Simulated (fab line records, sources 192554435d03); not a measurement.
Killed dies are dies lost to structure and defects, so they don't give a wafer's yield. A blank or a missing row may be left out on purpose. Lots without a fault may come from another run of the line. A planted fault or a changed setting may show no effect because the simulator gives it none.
Split-lot experiment | flow n5_finfet | 7 lots, 39 wafers read, on a route of 1938 steps

THE SPLIT
At N5_PASSIVATION_PASS_ETCH_74 (etches SiNx in CF4/O2, target depth 220 nm, time 110 s), the setting target_depth_a was moved away from the recipe's 2200 angstrom on 12 of the 39 wafers read, by -50.3% to -21.8%. The other wafers ran this setting at the recipe's value.

The file shows no step between the split and the reading.

THE READING
TV_OPEN.cd_offset_nm (the simulator's own value, which no gauge read), in nm, at N5_PASSIVATION_VIA_ETCH_13 (etches SiO2 in CHF3/O2, target depth 660 nm, time 330 s). The file gives no usual value for it. The 27 wafers here that ran the recipe average 2.0 nm, standard deviation 0.58 nm.

wafer  | tool, chamber at the split | target_depth_a as run, angstrom | against the recipe | TV_OPEN.cd_offset_nm, nm | against lot-mates on the recipe
L074.1 | rie_diel-03, 1             | 2200                            | recipe             | 2                        | -
L074.2 | rie_diel-03, 3             | 2200                            | recipe             | 1.4                      | -
L074.3 | rie_diel-03, 2             | 2200                            | recipe             | 2.2                      | -
L074.4 | rie_diel-03, 0             | 1668                            | -24.2%             | 5                        | +3.1
L074.6 | rie_diel-03, 0             | 1668                            | -24.2%             | 5                        | +3.1
L074.5 | rie_diel-03, 1             | 1668                            | -24.2%             | 4                        | +2.1
L077.1 | rie_diel-05, 0             | 2200                            | recipe             | 1.2                      | -
L077.2 | rie_diel-05, 1             | 2200                            | recipe             | 2                        | -
L077.3 | rie_diel-05, 2             | 2200                            | recipe             | 2                        | -
L077.4 | rie_diel-05, 3             | 2200                            | recipe             | 2                        | -
L077.5 | rie_diel-05, 2             | 2200                            | recipe             | 2                        | -
L077.6 | rie_diel-05, 1             | 2200                            | recipe             | 1.6                      | -
L076.1 | rie_diel-04, 3             | 2200                            | recipe             | 2.8                      | -
L076.2 | rie_diel-04, 2             | 1638                            | -25.5%             | 4.8                      | +2.6
L076.5 | rie_diel-04, 3             | 1638                            | -25.5%             | 4.8                      | +2.6
L076.3 | rie_diel-04, 0             | 2200                            | recipe             | 1.6                      | -
L076.4 | rie_diel-04, 1             | 1638                            | -25.5%             | 3.8                      | +1.6
L076.6 | rie_diel-04, 0             | 2200                            | recipe             | 2.2                      | -
L090.1 | rie_diel-03, 1             | 2200                            | recipe             | 2.6                      | -
L090.2 | rie_diel-03, 0             | 2200                            | recipe             | 3                        | -
L090.3 | rie_diel-03, 2             | 2200                            | recipe             | 2.4                      | -
L090.4 | rie_diel-03, 3             | 2200                            | recipe             | 2.2                      | -
L090.5 | rie_diel-03, 2             | 2200                            | recipe             | 2.8                      | -
L090.6 | rie_diel-03, 3             | 2200                            | recipe             | 2.8                      | -
L091.1 | rie_diel-04, 3             | 2200                            | recipe             | 1.8                      | -
L091.2 | rie_diel-04, 1             | 2200                            | recipe             | 0.4                      | -
L091.4 | rie_diel-04, 3             | 2200                            | recipe             | 1.4                      | -
L092.1 | rie_diel-04, 1             | 1721                            | -21.8%             | 3                        | +1.5
L092.6 | rie_diel-04, 3             | 1721                            | -21.8%             | 3                        | +1.5
L092.2 | rie_diel-04, 0             | 2200                            | recipe             | 1.8                      | -
L092.3 | rie_diel-04, 3             | 2200                            | recipe             | 1.2                      | -
L092.4 | rie_diel-04, 0             | 2200                            | recipe             | 1.6                      | -
L092.5 | rie_diel-04, 1             | 1721                            | -21.8%             | 3.2                      | +1.7
L096.1 | rie_diel-03, 1             | 1094                            | -50.3%             | 7.2                      | +4.8
L096.2 | rie_diel-03, 0             | 1094                            | -50.3%             | 7.2                      | +4.8
L096.3 | rie_diel-03, 2             | 2200                            | recipe             | 2.4                      | -
L096.5 | rie_diel-03, 1             | 2200                            | recipe             | 2.4                      | -
L096.6 | rie_diel-03, 2             | 2200                            | recipe             | 2.4                      | -
L096.4 | rie_diel-03, 3             | 1094                            | -50.3%             | 6.8                      | +4.4

THE FIT
A straight line over all 39 wafers: TV_OPEN.cd_offset_nm changes by -0.0966 nm for each +1% of target_depth_a; r = -0.93; the points scatter about the line by 0.62 nm.
The same after taking each lot's own level away (the mean of its wafers on the recipe; 39 wafers): -0.093 nm for each +1%; r = -0.96; scatter 0.42 nm.
On that fit, the largest move of target_depth_a shifts the reading by 4.7 nm.
The lots' own levels span 1.20 to 2.63 nm, that is 2.5 times the standard deviation above.
So the lot-to-lot level changes the slope little: the two slopes agree.
Check: with one of the wafers moved furthest among these (-50.3%) left out of the fit, the line predicts +4.64 nm for it against its lot-mates. It came out at +4.8 nm against them.

OTHER SPLITS ON THESE WAFERS
These wafers also went through other splits before the reading. Each is held against what the fit with the lots' levels taken away leaves over:
other split on the same wafers    | wafers away from the commonest value | r with TV_OPEN.cd_offset_nm (lot level and that fit taken away)
N5_BEOL_M12_TRENCH_ETCH_34 time_s | 12                                   | +0.20
N5_BEOL_M14_ETCH_68 time_s        | 9                                    | +0.05

THE WHOLE CHAIN: every reading that the file lists as answering this split, in the file's order
step                        | what it does                                            | reading                                                               | change (the file's fit)                | r (the file's)
N5_PASSIVATION_PASS_ETCH_74 | etches SiNx in CF4/O2, target depth 220 nm, time 110 s  | etch.depth_nm (the simulator's own value, which no gauge read)        | +2.31 nm for each +1% of the setting   | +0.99
N5_PASSIVATION_PASS_ETCH_74 | etches SiNx in CF4/O2, target depth 220 nm, time 110 s  | TV_OPEN.cd_offset_nm (the simulator's own value, which no gauge read) | -0.0962 nm for each +1% of the setting | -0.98
N5_PASSIVATION_VIA_ETCH_13  | etches SiO2 in CHF3/O2, target depth 660 nm, time 330 s | TV_OPEN.cd_offset_nm (the simulator's own value, which no gauge read) | -0.0929 nm for each +1% of the setting | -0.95

THE FILE'S OWN FIT
TV_OPEN.cd_offset_nm changes by -0.0929 nm for each +1% of target_depth_a, r = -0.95.
